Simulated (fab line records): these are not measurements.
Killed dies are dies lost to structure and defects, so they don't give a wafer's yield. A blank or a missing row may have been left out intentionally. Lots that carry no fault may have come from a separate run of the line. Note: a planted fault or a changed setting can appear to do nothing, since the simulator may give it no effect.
Which of the tools did it?	flow nand-harc	72 wafers from 24 lots sampled at 6 of the route's 1302 steps

WHAT THE GAUGES READ, wafer by wafer
Not one reading of a measure or inspect step in the record can be checked against a usual standard deviation.

WHAT TOOL EACH LOT RAN ON (gives the tool, then ch and the chambers of the sampled wafers, and finally the start)
lot	NHARC_A_STAIRCASE_TRIM_196	NHARC_A_STAIRCASE_ETCH_203	NHARC_A_STAIRCASE_STRIP_205	NHARC_A_STAIRCASE_ETCH_221	NHARC_A_STAIRCASE_ETCH_230	NHARC_A_STAIRCASE_ETCH_271
L074	rie-diel-11 ch 1,2,3, day 16 01:17	rie-diel-11 ch 1,2,3, day 16 02:24 or earlier	plasma-asher-02 ch 0,1, day 16 02:24	rie-diel-11 ch 0,1,3, day 16 12:06 or earlier	rie-diel-11 ch 0,1,3, day 16 12:06 or earlier	rie-diel-11 ch 1,2,3, day 16 12:06
L076	rie-diel-09 ch 0,2,3, day 16 02:24	rie-diel-09 ch 0,1,2, day 16 03:31 or earlier	plasma-asher-01 ch 0,1, day 16 03:31	rie-diel-11 ch 0,1,2, day 16 13:58 or earlier	rie-diel-09 ch 0,1,3, day 16 13:58 or earlier	rie-diel-13 ch 0,1,3, day 16 13:58
L075	rie-diel-13 ch 0,2,3, day 16 04:18	rie-diel-13 ch 0,1,2, day 16 05:22 or earlier	plasma-asher-02 ch 0,1, day 16 05:22	rie-diel-11 ch 0,2,3, day 16 17:52 or earlier	rie-diel-13 ch 0,2,3, day 16 17:52 or earlier	rie-diel-11 ch 0,2,3, day 16 17:52
L077	rie-diel-09 ch 0,3, day 17 09:04	rie-diel-09 ch 0,3, day 17 10:20 or earlier	plasma-asher-01 ch 0,1, day 17 10:20	rie-diel-13 ch 0,2,3, day 17 20:11 or earlier	rie-diel-09 ch 0,1,3, day 17 20:11 or earlier	rie-diel-11 ch 0,2,3, day 17 20:11
L079	rie-diel-09 ch 1,2,3, day 17 23:44	rie-diel-09 ch 1,2,3, day 18 00:51 or earlier	plasma-asher-02 ch 0,1, day 18 00:51	rie-diel-09 ch 0,1, day 18 09:58 or earlier	rie-diel-09 ch 0,2,3, day 18 09:58 or earlier	rie-diel-11 ch 0,2,3, day 18 09:58
L078	rie-diel-11 ch 0,1,2, day 18 02:19	rie-diel-11 ch 0,2, day 18 03:20 or earlier	plasma-asher-02 ch 0,1, day 18 03:20	rie-diel-13 ch 1,3, day 18 13:43 or earlier	rie-diel-13 ch 1,2,3, day 18 13:43 or earlier	rie-diel-09 ch 2,3, day 18 13:43
L080	rie-diel-13 ch 0,3, day 18 08:37	rie-diel-13 ch 1,2,3, day 18 09:52 or earlier	plasma-asher-02 ch 0,1, day 18 09:52	rie-diel-09 ch 1,3, day 18 18:37 or earlier	rie-diel-09 ch 1,2, day 18 18:37 or earlier	rie-diel-09 ch 0,1,3, day 18 18:37
L082	rie-diel-09 ch 0,1,2, day 19 05:56	rie-diel-09 ch 1,2, day 19 13:16 or earlier	plasma-asher-01 ch 0,1, day 19 13:16	rie-diel-11 ch 0,2,3, day 19 22:34 or earlier	rie-diel-11 ch 0,1, day 19 22:34 or earlier	rie-diel-11 ch 0,1,2, day 19 22:34
L081	rie-diel-13 ch 0,1,3, day 19 06:03	rie-diel-13 ch 0,1,2, day 19 10:05 or earlier	plasma-asher-02 ch 0,1, day 19 10:05	rie-diel-13 ch 0,2, day 19 19:29 or earlier	rie-diel-13 ch 0,1,2, day 19 19:29 or earlier	rie-diel-11 ch 0,1,3, day 19 19:29
L084	rie-diel-13 ch 0,2,3, day 19 19:55	rie-diel-13 ch 0,1,2, day 19 20:58 or earlier	plasma-asher-02 ch 0,1, day 19 20:58	rie-diel-13 ch 0,1,2, day 20 09:44 or earlier	rie-diel-09 ch 0,1,3, day 20 09:44 or earlier	rie-diel-11 ch 0,1,3, day 20 09:44
L083	rie-diel-09 ch 1,2,3, day 19 21:15	rie-diel-09 ch 0,2, day 19 23:12 or earlier	plasma-asher-01 ch 0,1, day 19 23:12	rie-diel-13 ch 0,1,3, day 20 11:33 or earlier	rie-diel-11 ch 1,2, day 20 11:33 or earlier	rie-diel-09 ch 1,2,3, day 20 11:33
L085	rie-diel-13 ch 0,1,3, day 20 10:13	rie-diel-13 ch 0,1,3, day 20 11:27 or earlier	plasma-asher-01 ch 0,1, day 20 11:27	rie-diel-13 ch 0,1,3, day 20 20:51 or earlier	rie-diel-13 ch 0,1,3, day 20 20:51 or earlier	rie-diel-11 ch 0,1,3, day 20 20:51
L086	rie-diel-13 ch 0,3, day 20 16:17	rie-diel-13 ch 0,1,3, day 20 17:30 or earlier	plasma-asher-01 ch 0,1, day 20 17:30	rie-diel-13 ch 0,2,3, day 20 19:25	rie-diel-13 ch 0,1,2, day 21 03:28 or earlier	rie-diel-09 ch 0,2,3, day 21 03:28
L088	rie-diel-09 ch 1,2, day 21 16:11	rie-diel-11 ch 2,3, day 21 17:15	plasma-asher-01 ch 0,1, day 21 17:31	rie-diel-11 ch 1,2,3, day 22 04:26 or earlier	rie-diel-11 ch 1,2, day 22 04:26 or earlier	rie-diel-09 ch 0,1, day 22 04:26
L089	rie-diel-13 ch 1,2, day 21 16:30	rie-diel-13 ch 0,1,3, day 21 17:41 or earlier	plasma-asher-02 ch 0,1, day 21 17:41	rie-diel-11 ch 1,2, day 22 05:51 or earlier	rie-diel-11 ch 0,1,3, day 22 05:51 or earlier	rie-diel-13 ch 2,3, day 22 05:51
L087	rie-diel-13 ch 0,2,3, day 22 03:32	rie-diel-13 ch 0,1, day 22 04:37 or earlier	plasma-asher-01 ch 0,1, day 22 04:37	rie-diel-09 ch 0,1,3, day 22 14:22 or earlier	rie-diel-09 ch 0,2,3, day 22 14:22 or earlier	rie-diel-09 ch 0,2, day 22 14:22
L091	rie-diel-11 ch 0,1,3, day 23 00:07	rie-diel-11 ch 1,3, day 23 01:16 or earlier	plasma-asher-02 ch 0, day 23 01:16	rie-diel-13 ch 0,1,2, day 23 10:16 or earlier	rie-diel-13 ch 0,1,2, day 23 10:16 or earlier	rie-diel-11 ch 0,1,3, day 23 10:16
L092	rie-diel-11 ch 0,2,3, day 23 05:11	rie-diel-11 ch 1,2, day 23 06:16 or earlier	plasma-asher-01 ch 0,1, day 23 06:16	rie-diel-11 ch 0,1,3, day 23 15:01 or earlier	rie-diel-11 ch 0,2,3, day 23 15:01 or earlier	rie-diel-11 ch 0,2,3, day 23 15:01
L090	rie-diel-09 ch 0,1, day 23 08:49	rie-diel-09 ch 1,2,3, day 23 10:08 or earlier	plasma-asher-01 ch 0,1, day 23 10:08	rie-diel-09 ch 2,3, day 23 21:34 or earlier	rie-diel-13 ch 0,1, day 23 21:34 or earlier	rie-diel-09 ch 2,3, day 23 21:34
L093	rie-diel-11 ch 2,3, day 24 02:18	rie-diel-11 ch 2,3, day 24 03:29 or earlier	plasma-asher-01 ch 0,1, day 24 03:29	rie-diel-11 ch 0,1,3, day 24 16:52 or earlier	rie-diel-09 ch 2,3, day 24 16:52 or earlier	rie-diel-13 ch 0,3, day 24 16:52
L096	rie-diel-13 ch 2,3, day 24 18:53	rie-diel-13 ch 0,1,3, day 24 20:11 or earlier	plasma-asher-01 ch 0,1, day 24 20:11	rie-diel-13 ch 1,2,3, day 25 10:02 or earlier	rie-diel-13 ch 1,2,3, day 25 10:02 or earlier	rie-diel-09 ch 0,1, day 25 10:02
L097	rie-diel-09 ch 0,1,3, day 24 19:39	rie-diel-09 ch 1,2,3, day 24 20:43 or earlier	plasma-asher-01 ch 0,1, day 24 20:43	rie-diel-11 ch 0,1,3, day 25 08:19 or earlier	rie-diel-09 ch 0,1,3, day 25 08:19 or earlier	rie-diel-13 ch 1,2,3, day 25 08:19
L094	rie-diel-11 ch 0,1,3, day 24 23:49	rie-diel-11 ch 0,2,3, day 25 00:59 or earlier	plasma-asher-01 ch 0,1, day 25 00:59	rie-diel-09 ch 0,1,3, day 25 17:14 or earlier	rie-diel-09 ch 1,3, day 25 17:14 or earlier	rie-diel-13 ch 0,1,2, day 25 17:14
L095	rie-diel-13 ch 0,2,3, day 25 00:28	rie-diel-13 ch 0,3, day 25 01:38 or earlier	plasma-asher-02 ch 0,1, day 25 01:38	rie-diel-11 ch 0,3, day 25 14:13 or earlier	rie-diel-13 ch 1,2,3, day 25 14:13 or earlier	rie-diel-11 ch 0,1,3, day 25 14:13
- NHARC_A_STAIRCASE_TRIM_196: chemistry O2, time 211.2 s.
- NHARC_A_STAIRCASE_ETCH_203: etches the open film in C4F8/O2, target depth 100 nm, time 40.5 s.
- NHARC_A_STAIRCASE_STRIP_205: strips in O2.
- NHARC_A_STAIRCASE_ETCH_221: etches the open film in C4F8/O2, target depth 100 nm, time 40.5 s.
- NHARC_A_STAIRCASE_ETCH_230: etches the open film in C4F8/O2, target depth 100 nm, time 40.5 s.
- NHARC_A_STAIRCASE_ETCH_271: etches the open film in CF4/CHF3.

AS READ BY THE TOOLS THEMSELVES (means over the sampled wafers that have a number; for cases with no such wafer, the mark the record gives instead)
NHARC_A_STAIRCASE_TRIM_196.
lot	tool	drypump-motor-current-A (A)	o2-flow-sccm (sccm)	oes-product-au (a.u.)	rf-vpp-V (V)	showerhead-plenum-p-Torr (Torr)	throttle-valve-pct (%)
L074	rie-diel-11	5.9	500.4	0.996	58.0	3.43	17.040
L076	rie-diel-09	5.6	500.5	0.995	57.2	3.44	17.037
L075	rie-diel-13	5.8	500.0	1.004	57.7	3.58	17.029
L077	rie-diel-09	5.1	500.4	1.003	58.0	3.43	17.029
L079	rie-diel-09	6.0	500.4	1.003	57.7	3.52	17.043
L078	rie-diel-11	6.0	501.4	1.007	57.4	3.48	17.038
L080	rie-diel-13	5.5	500.1	1.009	58.5	3.59	17.046
L082	rie-diel-09	6.1	500.6	1.009	58.2	3.54	17.039
L081	rie-diel-13	5.3	500.4	1.003	58.0	3.57	17.043
L084	rie-diel-13	5.8	497.1	0.994	57.9	3.57	17.030
L083	rie-diel-09	6.0	498.2	1.005	58.5	3.52	17.041
L085	rie-diel-13	5.3	499.9	0.991	58.1	3.56	17.034
L086	rie-diel-13	5.5	498.6	0.996	57.6	3.54	17.043
L088	rie-diel-09	6.5	499.4	0.996	57.2	3.51	17.045
L089	rie-diel-13	5.9	499.4	0.998	57.9	3.56	17.025
L087	rie-diel-13	5.7	499.9	0.995	58.5	3.56	17.031
L091	rie-diel-11	5.4	500.0	0.994	57.0	3.39	17.042
L092	rie-diel-11	5.5	500.9	0.995	58.0	3.42	17.029
L090	rie-diel-09	6.1	500.7	1.012	58.3	3.62	17.031
L093	rie-diel-11	5.4	501.4	0.992	57.5	3.36	17.038
L096	rie-diel-13	5.6	500.8	1.005	57.9	3.60	17.030
L097	rie-diel-09	5.6	501.1	1.007	57.4	3.51	17.046
L094	rie-diel-11	5.4	500.5	1.004	57.7	3.38	17.035
L095	rie-diel-13	5.8	499.0	1.008	58.2	3.55	17.037

NHARC_A_STAIRCASE_ETCH_203.
lot	tool	oes-product-au (a.u.)	rf-vpp-V (V)
L074	rie-diel-11	0.943	892
L076	rie-diel-09	0.951	896
L075	rie-diel-13	0.940	896
L077	rie-diel-09	0.949	894
L079	rie-diel-09	0.952	896
L078	rie-diel-11	0.959	896
L080	rie-diel-13	0.949	898
L082	rie-diel-09	0.941	900
L081	rie-diel-13	0.931	897
L084	rie-diel-13	0.927	897
L083	rie-diel-09	0.951	893
L085	rie-diel-13	0.937	897
L086	rie-diel-13	0.945	898
L088	rie-diel-11	0.919	893
L089	rie-diel-13	0.943	898
L087	rie-diel-13	0.927	895
L091	rie-diel-11	0.927	889
L092	rie-diel-11	0.939	894
L090	rie-diel-09	0.954	895
L093	rie-diel-11	0.934	891
L096	rie-diel-13	0.933	897
L097	rie-diel-09	0.955	895
L094	rie-diel-11	0.945	891
L095	rie-diel-13	0.944	896

NHARC_A_STAIRCASE_STRIP_205.
lot	tool	drypump-motor-current-A (A)	heater-power-w (W)
L074	plasma-asher-02	5.76	323
L076	plasma-asher-01	5.56	301
L075	plasma-asher-02	5.72	310
L077	plasma-asher-01	5.57	305
L079	plasma-asher-02	5.73	320
L078	plasma-asher-02	5.72	307
L080	plasma-asher-02	5.68	302
L082	plasma-asher-01	5.45	308
L081	plasma-asher-02	5.73	324
L084	plasma-asher-02	5.74	326
L083	plasma-asher-01	5.48	303
L085	plasma-asher-01	5.59	309
L086	plasma-asher-01	5.57	307
L088	plasma-asher-01	5.56	307
L089	plasma-asher-02	5.75	342
L087	plasma-asher-01	5.55	305
L091	plasma-asher-02	5.81	363
L092	plasma-asher-01	5.46	303
L090	plasma-asher-01	5.57	292
L093	plasma-asher-01	5.45	305
L096	plasma-asher-01	5.55	298
L097	plasma-asher-01	5.55	296
L094	plasma-asher-01	5.56	299
L095	plasma-asher-02	5.74	342

NHARC_A_STAIRCASE_ETCH_221.
lot	tool	oes-product-au (a.u.)	rf-vpp-V (V)
L074	rie-diel-11	0.920	892
L076	rie-diel-11	0.931	894
L075	rie-diel-11	0.948	893
L077	rie-diel-13	0.958	898
L079	rie-diel-09	0.966	897
L078	rie-diel-13	0.964	900
L080	rie-diel-09	0.954	894
L082	rie-diel-11	0.946	893
L081	rie-diel-13	0.933	896
L084	rie-diel-13	0.938	896
L083	rie-diel-13	0.952	897
L085	rie-diel-13	0.939	898
L086	rie-diel-13	0.932	897
L088	rie-diel-11	0.931	891
L089	rie-diel-11	0.928	893
L087	rie-diel-09	0.960	896
L091	rie-diel-13	0.946	896
L092	rie-diel-11	0.929	892
L090	rie-diel-09	0.936	891
L093	rie-diel-11	0.928	891
L096	rie-diel-13	0.948	898
L097	rie-diel-11	0.929	891
L094	rie-diel-09	0.948	895
L095	rie-diel-11	0.937	891

NHARC_A_STAIRCASE_ETCH_230.
lot	tool	oes-product-au (a.u.)	rf-vpp-V (V)
L074	rie-diel-11	0.934	892
L076	rie-diel-09	0.977	897
L075	rie-diel-13	0.972	897
L077	rie-diel-09	0.963	896
L079	rie-diel-09	0.954	894
L078	rie-diel-13	0.949	898
L080	rie-diel-09	0.956	900
L082	rie-diel-11	0.940	893
L081	rie-diel-13	0.941	897
L084	rie-diel-09	0.936	896
L083	rie-diel-11	0.964	895
L085	rie-diel-13	0.942	898
L086	rie-diel-13	0.926	897
L088	rie-diel-11	0.943	894
L089	rie-diel-11	0.936	891
L087	rie-diel-09	0.958	892
L091	rie-diel-13	0.936	897
L092	rie-diel-11	0.933	892
L090	rie-diel-13	0.956	895
L093	rie-diel-09	0.953	891
L096	rie-diel-13	0.932	898
L097	rie-diel-09	0.978	894
L094	rie-diel-09	0.963	898
L095	rie-diel-13	0.934	897

NHARC_A_STAIRCASE_ETCH_271.
lot	tool	drypump-motor-current-A (A)	oes-product-au (a.u.)	rf-vpp-V (V)	showerhead-plenum-p-Torr (Torr)	throttle-valve-pct (%)
L074	rie-diel-11	5.9	0.960	369.7	1.53	16.806
L076	rie-diel-13	5.3	0.976	371.9	1.60	16.809
L075	rie-diel-11	5.5	0.961	368.5	1.54	16.806
L077	rie-diel-11	5.5	0.968	369.4	1.53	16.803
L079	rie-diel-11	5.5	0.961	368.2	1.53	16.806
L078	rie-diel-09	6.0	0.973	368.4	1.53	16.801
L080	rie-diel-09	5.6	0.974	370.4	1.57	16.810
L082	rie-diel-11	5.9	0.973	369.9	1.55	16.805
L081	rie-diel-11	5.4	0.943	368.9	1.52	16.793
L084	rie-diel-11	5.4	0.962	368.9	1.52	16.807
L083	rie-diel-09	6.0	0.980	370.0	1.57	16.811
L085	rie-diel-11	5.4	0.911	369.4	1.52	16.792
L086	rie-diel-09	5.5	0.929	368.7	1.53	16.799
L088	rie-diel-09	6.0	0.974	372.0	1.62	16.804
L089	rie-diel-13	5.6	0.969	371.9	1.61	16.796
L087	rie-diel-09	5.6	0.985	368.5	1.53	16.796
L091	rie-diel-11	5.4	0.955	369.5	1.51	16.812
L092	rie-diel-11	5.5	0.912	369.1	1.53	16.795
L090	rie-diel-09	6.0	0.982	368.2	1.51	16.794
L093	rie-diel-13	5.5	0.967	370.4	1.57	16.808
L096	rie-diel-09	6.0	0.949	372.3	1.61	16.795
L097	rie-diel-13	5.6	0.976	370.7	1.59	16.801
L094	rie-diel-13	5.7	0.969	370.2	1.57	16.800
L095	rie-diel-11	5.4	0.962	368.0	1.51	16.803

THE ANSWER, worked out from the rows above alone
Rule: what is usual is taken from the lots themselves. Put in order of their means at a reading, lots are off if they are a third of the lots or fewer, leave a main group of 4 or more, and stand apart from it by a gap of 3 or more times the standard deviation of the main group's means; of several such gaps the widest counts. A main group is skipped when, at the precision printed for the reading in the tables above, its means are all equal. A lot without any number at a reading at which 4 lots or more have one is off too. The other lots that the step has rows for count as sound. After the gauges, taken in route order, come the tools' own readings; for these a lot's mean is taken, as printed above. At the first step where some lot is off, the reading lying furthest off is the one used; lots without a number count as furthest.
No lot is off at any reading shown: from this, nothing can be told.

WHAT THE SIMULATOR HAD PUT IN
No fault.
